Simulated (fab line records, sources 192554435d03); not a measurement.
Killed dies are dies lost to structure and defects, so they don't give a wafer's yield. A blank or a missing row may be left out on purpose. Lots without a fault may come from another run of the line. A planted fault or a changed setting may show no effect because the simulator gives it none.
Problem report in the 8D (eight disciplines) form, filled by code | flow n5_finfet | the parts of the form that need people (team, actions taken, sign-off) are left out

1. THE PROBLEM
M13_OVL at N5_BEOL_M13_OVL_MEAS_29 reads a mean of 35 nm on 9 wafers of 3 lots; wafers without a fault read 1 nm with a standard deviation of 6.8. That is +5.0 standard deviations from the usual mean.
First seen on wafer L715.1, day 14 10:46, on overlay-01. The record holds 34 wafers of 12 lots with a number at this step. Rule for "out", or "out of limits": more than 4 standard deviations from the usual mean. The other wafers with a number count as sound.

2. WHAT IT IS AND WHAT IT IS NOT
question                    | is                     | is not
which readings at this step | M13_OVL                | -
which lots                  | L714, L715, L717       | L701, L703, L704, L707, L708, L716, L722, L723, L724
which wafers of those lots  | all that have a number | -
read on which gauges        | overlay-01, overlay-02 | -
when                        | from day 14 10:46      | up to then (13 sound wafers); but 12 sound wafers of L716, L722, L723, L724 came after

3. SUSPECTS, AND WHAT RULES EACH OUT
Counting: a tool at a process step up to the reading stays a suspect if it ran every lot that is out and no sound lot after the first of them.
- the gauge at N5_BEOL_M13_OVL_MEAS_29: ruled out. The wafers that are out were read on 2 gauges (overlay-01, overlay-02).
- krf_scanner-01 at N5_BEOL_M13_EXPOSE_25 (exposes mask M13, target cd 210 nm): kept. It ran every lot that is out, first L715 (day 14 10:34), and no sound lot after that; its last sound lot up to then is L708 (day 13 03:38).
Left after counting: krf_scanner-01 at N5_BEOL_M13_EXPOSE_25.

4. THE CAUSE (what the simulator had put in)
Scanner matching overlay: krf_scanner-01, from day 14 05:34 on, at N5_BEOL_M13_EXPOSE_25. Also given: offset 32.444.
Counting left only this tool.

5. THE CHAIN OF EFFECTS, in route order
Each row: a reading whose mean over the struck wafers that have a number lies more than 3 standard deviations from the usual. Only readings for which the record gives a usual standard deviation are gone through. hours: the time from each lot's start at the first step in this table that gives one to its start at this step, as a median over the lots. sigmas: the change in usual standard deviations.
hours | step                    | reading | usual | on struck wafers | change | sigmas
0     | N5_BEOL_M13_OVL_MEAS_29 | M13_OVL | 1 nm  | 35               | +34    | +5.0

6. WHAT WOULD HAVE CAUGHT IT SOONER
In this record the first reading out of limits at a measuring or inspecting step was taken at day 14 10:46, 5 hours after the fault began at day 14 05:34.
Of the lots that are out (3), L714, L717 began N5_BEOL_M13_EXPOSE_25 on krf_scanner-01 after day 14 10:46. A hold on the tool at that time would have spared those 2.
